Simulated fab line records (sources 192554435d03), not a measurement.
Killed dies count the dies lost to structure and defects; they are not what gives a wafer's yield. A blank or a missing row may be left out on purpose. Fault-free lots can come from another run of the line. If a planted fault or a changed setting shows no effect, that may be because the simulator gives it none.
Split-lot experiment | flow n5-finfet | on a route of 1938 steps: 7 lots, 21 wafers read

## THE SPLIT
At N5_BEOL_M11_TRENCH_ETCH_37 (etches SiCOH lowk in C4F6/O2, target depth 148.83 nm, time 48 s), the setting time-s was moved away from the recipe's 48 s on 7 of the 21 wafers read, by -10.6% to +20.8%. This setting was run at the recipe's value on the other wafers.

## FROM THE SPLIT TO THE READING: what the file shows between them, 12 steps
- N5_BEOL_M11_ETCH_41: etches SiCN in CH3F/O2, target depth 42.6 nm, time 86 s
- N5_BEOL_M11_STRIP_77: strips in N2/H2, time 10 s
- N5_BEOL_M11_OCD_MEAS_38
- N5_BEOL_M11_DEGAS_44: time 60 s (also split here: temp-c)
- N5_BEOL_M11_PRE_CLEAN_45: time 30 s
- N5_BEOL_M11_ALD_74: deposits TaN, target thk 2 nm, pulse time 2 s, purge time 3 s
- N5_BEOL_M11_ECD_50: material Cu, target thk 318 nm
- N5_BEOL_M11_ANNEAL_51: time 90 s
- N5_BEOL_M11_CMP_52: polishes, stops on SiCOH lowk, t overpolish 7 s, target thk 140 nm
- N5_BEOL_M11_THK_MEAS_53: measures by xrf
- N5_BEOL_M11_PRE_CLEAN_55: time 15 s
- N5_BEOL_M11_DEP_56: deposits SiCN from 3MS/NH3, target thk 30 nm, time 10.5 s

## THE READING
M11_RS (ohm/sq), read at N5_BEOL_M11_RS_MEAS_57 with a four-point probe. On this fab line, fault-free wafers typically give 0.1518 ohm/sq with a standard deviation of 0.0023 ohm/sq.

wafer  | tool, chamber at the split | time-s as run, s | against the recipe | M11_RS, ohm/sq | against lot-mates on the recipe
L076.2 | rie-diel-02, 2             | 48               | recipe             | 0.1536         | -
L076.4 | rie-diel-02, 1             | 48               | recipe             | 0.1507         | -
L076.6 | rie-diel-02, 2             | 56.52            | +17.8%             | 0.1271         | -0.0251
L081.2 | rie-diel-06, 0             | 48               | recipe             | 0.1565         | -
L081.3 | rie-diel-06, 1             | 48               | recipe             | 0.1540         | -
L081.5 | rie-diel-06, 0             | 48               | recipe             | 0.1544         | -
L083.2 | rie-diel-06, 1             | 58               | +20.8%             | 0.1210         | -0.0294
L083.5 | rie-diel-06, 3             | 58               | +20.8%             | 0.1181         | -0.0323
L083.6 | rie-diel-06, 2             | 48               | recipe             | 0.1504         | -
L084.1 | rie-diel-01, 3             | 48               | recipe             | 0.1487         | -
L084.2 | rie-diel-01, 2             | 52.09            | +8.5%              | 0.1407         | -0.0080
L084.5 | rie-diel-01, 1             | 52.09            | +8.5%              | 0.1408         | -0.0079
L087.1 | rie-diel-01, 2             | 42.89            | -10.6%             | 0.1748         | +0.0205
L087.4 | rie-diel-01, 1             | 48               | recipe             | 0.1543         | -
L087.6 | rie-diel-01, 1             | 42.89            | -10.6%             | 0.1728         | +0.0185
L097.2 | rie-diel-06, 3             | 48               | recipe             | 0.1513         | -
L097.4 | rie-diel-06, 2             | 48               | recipe             | 0.1546         | -
L097.6 | rie-diel-06, 2             | 48               | recipe             | 0.1521         | -
L096.1 | rie-diel-01, 0             | 48               | recipe             | 0.1521         | -
L096.5 | rie-diel-01, 2             | 48               | recipe             | 0.1553         | -
L096.6 | rie-diel-01, 0             | 48               | recipe             | 0.1504         | -

FIT RESULTS
A straight line over all 21 wafers: M11_RS changes by -0.00163 ohm/sq for each +1% of time-s; r = -0.99; the points scatter about the line by 0.0024 ohm/sq.
The same after taking each lot's own level away (the mean of its wafers on the recipe; 21 wafers): -0.0015 ohm/sq for each +1%; r = -0.99; scatter 0.0022 ohm/sq.
That fit puts the effect of the largest move of time-s on the reading at 0.031 ohm/sq.
Across the lots, their own levels run from 0.14870 to 0.15497 ohm/sq, a range of 2.7 times the standard deviation given above.
Hence the lot-to-lot level has little effect on the slope; both slopes agree.
Check: -0.0307 ohm/sq against its lot-mates is what the line predicts for one of the wafers moved furthest among these (+20.8%) when that wafer is left out of the fit. It came out at -0.0294 ohm/sq against them.

## OTHER SPLITS APPLIED TO THESE WAFERS
These wafers also went through other splits before the reading. Each is held against what the fit with the lots' levels taken away leaves over:
other split on the same wafers   | wafers away from the commonest value | r with M11_RS (lot level and that fit taken away)
N5_BEOL_M8_EXPOSE_25 dose-mj     | 11                                   | +0.06
N5_BEOL_M9_EXPOSE_25 dose-mj     | 8                                    | +0.20
N5_BEOL_M9_CMP_52 down-force-psi | 6                                    | +0.27
N5_BEOL_M11_ILD_DEP_00 time-s    | 7                                    | -0.06
N5_BEOL_M11_DEGAS_44 temp-c      | 5                                    | -0.01

## THE WHOLE CHAIN: every reading that the file lists as answering this split, in the file's order
step                       | what it does                                                       | reading                                                                           | change (the file's fit)                | r (the file's)
N5_BEOL_M11_TRENCH_ETCH_37 | etches SiCOH lowk in C4F6/O2, target depth 148.83 nm, time 48 s    | BEOL_M11.feature-depth-nm (the simulator's own value, which no gauge read)        | +1.44 nm for each +1% of the setting   | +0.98
N5_BEOL_M11_TRENCH_ETCH_37 | etches SiCOH lowk in C4F6/O2, target depth 148.83 nm, time 48 s    | etch.depth-nm (the simulator's own value, which no gauge read)                    | +1.44 nm for each +1% of the setting   | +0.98
N5_BEOL_M11_TRENCH_ETCH_37 | etches SiCOH lowk in C4F6/O2, target depth 148.83 nm, time 48 s    | TiN_of_BEOL_M11_HM_DEP_02.thk-nm (the simulator's own value, which no gauge read) | -0.0384 nm for each +1% of the setting | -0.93
N5_BEOL_M11_OCD_MEAS_38    |                                                                    | trench-depth-nm                                                                   | +1.44 nm for each +1% of the setting   | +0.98
N5_BEOL_M11_CMP_52         | polishes, stops on SiCOH lowk, t overpolish 7 s, target thk 140 nm | Cu_of_BEOL_M11_ECD_50.thk-nm (the simulator's own value, which no gauge read)     | +1.43 nm for each +1% of the setting   | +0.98
N5_BEOL_M11_THK_MEAS_53    | measures by xrf                                                    | M11_THK                                                                           | +1.44 for each +1% of the setting      | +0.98
N5_BEOL_M11_RS_MEAS_57     | measures by four-point-probe                                       | M11_RS                                                                            | -0.00146 for each +1% of the setting   | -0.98

## FILE'S OWN FIT
M11_RS changes by -0.00146 ohm/sq for each +1% of time-s, r = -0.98.
